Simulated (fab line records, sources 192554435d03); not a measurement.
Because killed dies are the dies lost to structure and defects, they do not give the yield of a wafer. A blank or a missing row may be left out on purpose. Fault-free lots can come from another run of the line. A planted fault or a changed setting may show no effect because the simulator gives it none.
Matching of chambers | flow n5-finfet | rie-si-02 running N5_PMOS_HMC_CHANNEL_EPI_ETCH_38: 4 sister chambers
The step etches SiO2 in CF4, target depth 1.5 nm. 8 wafers are shown with their chamber, then 7 later ones without.

## WAFERS PAIRED WITH THEIR CHAMBERS
wafer  | chamber | throttle-valve-pct (%) | drypump-motor-current-A (A)
L074.3 | 1       | 21.62                  | 6.2
L074.4 | 2       | 21.45                  | 5.9
L077.2 | 1       | 21.62                  | 6.2
L086.1 | 3       | 21.88                  | 6.5
L086.2 | 2       | 21.44                  | 5.9
L086.5 | 0       | 21.93                  | 6.4
L087.2 | 3       | 21.88                  | 6.5
L087.4 | 0       | 21.95                  | 6.3

## WAFERS WHOSE CHAMBER IS MISSING
wafer  | throttle-valve-pct (%) | drypump-motor-current-A (A)
L087.6 | 21.64                  | 6.2
L095.2 | 21.96                  | 6.3
L095.4 | 21.93                  | 6.4
L095.5 | 21.61                  | 6.2
L096.1 | 21.62                  | 6.2
L096.4 | 21.64                  | 6.2
L096.5 | 21.89                  | 6.5

## WHICH CHAMBER EACH ONE RAN IN
wafer  | from the rows above | in truth
L087.6 | 1                   | 1
L095.2 | 0                   | 0
L095.4 | 0                   | 0
L095.5 | 1                   | 1
L096.1 | 1                   | 1
L096.4 | 1                   | 1
L096.5 | 3                   | 3
Correctly placed: 7 of 7. Can't be placed from these rows: 0. Placed wrongly: 0.
How it was worked out, from the rows above alone: a wafer's distance from a chamber is the root of the sum, over the readings, of the square of ((its reading less the chamber's mean) divided by the reading's scatter). If the next closest chamber is less than 2 further off than the closest, the wafer can't be placed; otherwise it belongs to the closest. A chamber's mean is the mean of its shown wafers. The scatter: take each reading less its chamber's mean, square it, sum over the shown wafers, divide by the number of wafers less the number of chambers, and take the root.
